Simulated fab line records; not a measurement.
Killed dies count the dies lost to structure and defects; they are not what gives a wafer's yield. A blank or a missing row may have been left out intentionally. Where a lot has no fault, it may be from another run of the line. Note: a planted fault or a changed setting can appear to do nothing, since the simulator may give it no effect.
Chamber matching | flow n5-finfet | N5_BEOL_M14_DEP_53 on pecvd-02 has 3 sister chambers
The step deposits SiCN from 3MS/NH3, target thk 50 nm, time 17.8 s. 24 wafers are shown with their chamber, then 12 later ones without.

WAFERS, EACH WITH ITS CHAMBER
wafer  | chamber | throttle-valve-pct (%) | showerhead-plenum-p-Torr (Torr)
L078.2 | 0       | 17.8                   | 4.153
L078.4 | 1       | 17.2                   | 4.134
L078.6 | 0       | 17.8                   | 4.154
L082.1 | 1       | 17.6                   | 4.142
L082.4 | 1       | 17.4                   | 4.124
L082.5 | 2       | 16.7                   | 4.169
L083.2 | 2       | 17.0                   | 4.162
L083.4 | 2       | 17.0                   | 4.158
L083.6 | 1       | 17.1                   | 4.131
L085.2 | 0       | 17.7                   | 4.146
L085.5 | 1       | 17.9                   | 4.133
L085.6 | 0       | 17.8                   | 4.152
L088.2 | 2       | 16.8                   | 4.166
L088.3 | 1       | 17.6                   | 4.126
L088.4 | 1       | 17.3                   | 4.138
L091.2 | 1       | 17.3                   | 4.140
L091.5 | 0       | 17.6                   | 4.151
L091.6 | 1       | 17.5                   | 4.145
L092.3 | 2       | 16.9                   | 4.161
L092.5 | 1       | 17.6                   | 4.140
L092.6 | 0       | 17.7                   | 4.151
L093.2 | 0       | 17.8                   | 4.141
L093.3 | 0       | 17.6                   | 4.149
L093.4 | 2       | 17.0                   | 4.163

SIGNATURES, as means of the wafers listed above
reading                  | chamber 0 | chamber 1 | chamber 2 | scatter within a chamber
throttle-valve-pct       | 17.725    | 17.450    | 16.900    | 0.175
showerhead-plenum-p-Torr | 4.14963   | 4.13530   | 4.16317   | 0.00549
Rule: distance of a wafer from a chamber = root of the sum over the readings of ((wafer's reading minus chamber's mean) / reading's scatter) squared. If the next closest chamber is less than 2 further off than the closest, the wafer can't be placed; otherwise it belongs to the closest. The scatter: the root of (the sum of the squares of (reading less its chamber's mean) over the shown wafers, divided by (wafers less chambers)).

WAFERS MISSING THEIR CHAMBER
wafer  | throttle-valve-pct (%) | showerhead-plenum-p-Torr (Torr)
L095.2 | 17.0                   | 4.159
L095.5 | 17.8                   | 4.156
L095.6 | 16.9                   | 4.169
L094.3 | 16.8                   | 4.167
L094.5 | 17.0                   | 4.164
L094.6 | 17.9                   | 4.140
L096.1 | 17.0                   | 4.155
L096.2 | 17.8                   | 4.154
L096.5 | 17.7                   | 4.155
L097.3 | 18.0                   | 4.137
L097.4 | 16.5                   | 4.135
L097.5 | 17.1                   | 4.169

WHICH CHAMBER EACH WENT THROUGH
wafer  | from the rows above     | in truth
L095.2 | 2                       | 2
L095.5 | 0                       | 0
L095.6 | 2                       | 2
L094.3 | 2                       | 2
L094.5 | 2                       | 2
L094.6 | can't be placed: 0 or 1 | 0
L096.1 | 2                       | 2
L096.2 | 0                       | 0
L096.5 | 0                       | 0
L097.3 | can't be placed: 0 or 1 | 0
L097.4 | can't be placed: 1 or 2 | 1
L097.5 | 2                       | 2
Correct placement for 9 of the 12. Unplaceable from these rows: 3, with the true chamber sitting among the candidates in 3. Number placed wrongly: 0.
